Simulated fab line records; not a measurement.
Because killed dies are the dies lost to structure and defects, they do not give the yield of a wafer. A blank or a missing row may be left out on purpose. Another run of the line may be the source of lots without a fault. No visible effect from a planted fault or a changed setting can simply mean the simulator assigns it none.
Matching of chambers || flow n5_finfet || N5_SD_EPI_N_DESCUM_14 on rie_diel-04: 4 sister chambers
The step chemistry O2, time 7.9 s. 8 wafers are shown with their chamber, then 9 later ones without.

EACH WAFER AND ITS CHAMBER
{"wafer": "L079.6", "chamber": 0, "showerhead_plenum_p_Torr (Torr)": 2.08, "drypump_motor_current_A (A)": 6.5}
{"wafer": "L085.2", "chamber": 0, "showerhead_plenum_p_Torr (Torr)": 2.08, "drypump_motor_current_A (A)": 6.5}
{"wafer": "L089.2", "chamber": 1, "showerhead_plenum_p_Torr (Torr)": 2.06, "drypump_motor_current_A (A)": 5.9}
{"wafer": "L089.3", "chamber": 3, "showerhead_plenum_p_Torr (Torr)": 2.22, "drypump_motor_current_A (A)": 6.0}
{"wafer": "L089.6", "chamber": 2, "showerhead_plenum_p_Torr (Torr)": 2.04, "drypump_motor_current_A (A)": 5.8}
{"wafer": "L091.4", "chamber": 2, "showerhead_plenum_p_Torr (Torr)": 2.04, "drypump_motor_current_A (A)": 5.9}
{"wafer": "L091.5", "chamber": 3, "showerhead_plenum_p_Torr (Torr)": 2.22, "drypump_motor_current_A (A)": 6.0}
{"wafer": "L091.6", "chamber": 1, "showerhead_plenum_p_Torr (Torr)": 2.05, "drypump_motor_current_A (A)": 6.0}

WAFERS MISSING THEIR CHAMBER
{"wafer": "L092.1", "showerhead_plenum_p_Torr (Torr)": 2.07, "drypump_motor_current_A (A)": 6.5}
{"wafer": "L092.4", "showerhead_plenum_p_Torr (Torr)": 2.07, "drypump_motor_current_A (A)": 6.5}
{"wafer": "L092.6", "showerhead_plenum_p_Torr (Torr)": 2.04, "drypump_motor_current_A (A)": 5.9}
{"wafer": "L095.1", "showerhead_plenum_p_Torr (Torr)": 2.07, "drypump_motor_current_A (A)": 6.5}
{"wafer": "L095.3", "showerhead_plenum_p_Torr (Torr)": 2.05, "drypump_motor_current_A (A)": 5.9}
{"wafer": "L095.4", "showerhead_plenum_p_Torr (Torr)": 2.04, "drypump_motor_current_A (A)": 5.9}
{"wafer": "L097.1", "showerhead_plenum_p_Torr (Torr)": 2.05, "drypump_motor_current_A (A)": 6.0}
{"wafer": "L097.4", "showerhead_plenum_p_Torr (Torr)": 2.07, "drypump_motor_current_A (A)": 6.5}
{"wafer": "L097.5", "showerhead_plenum_p_Torr (Torr)": 2.04, "drypump_motor_current_A (A)": 5.9}

WHICH CHAMBER EACH WENT THROUGH
{"wafer": "L092.1", "from the rows above": 0, "in truth": 0}
{"wafer": "L092.4", "from the rows above": 0, "in truth": 0}
{"wafer": "L092.6", "from the rows above": 2, "in truth": 2}
{"wafer": "L095.1", "from the rows above": 0, "in truth": 0}
{"wafer": "L095.3", "from the rows above": "can't be placed: 1 or 2", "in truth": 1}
{"wafer": "L095.4", "from the rows above": 2, "in truth": 2}
{"wafer": "L097.1", "from the rows above": 1, "in truth": 1}
{"wafer": "L097.4", "from the rows above": 0, "in truth": 0}
{"wafer": "L097.5", "from the rows above": 2, "in truth": 2}
Correct placement for 8 of the 9. These rows do not allow placing 1 (true chamber among the candidates in 1). Wrongly placed: 0.
How it was worked out, from the rows above alone: a wafer's distance from a chamber is the root of the sum, over the readings, of the square of ((its reading less the chamber's mean) divided by the reading's scatter). The wafer belongs to the nearest chamber; if the next one is less than 2 further off, it can't be placed. The mean given for a chamber averages the wafers shown for that chamber. The scatter: the root of (the sum of the squares of (reading less its chamber's mean) over the shown wafers, divided by (wafers less chambers)).
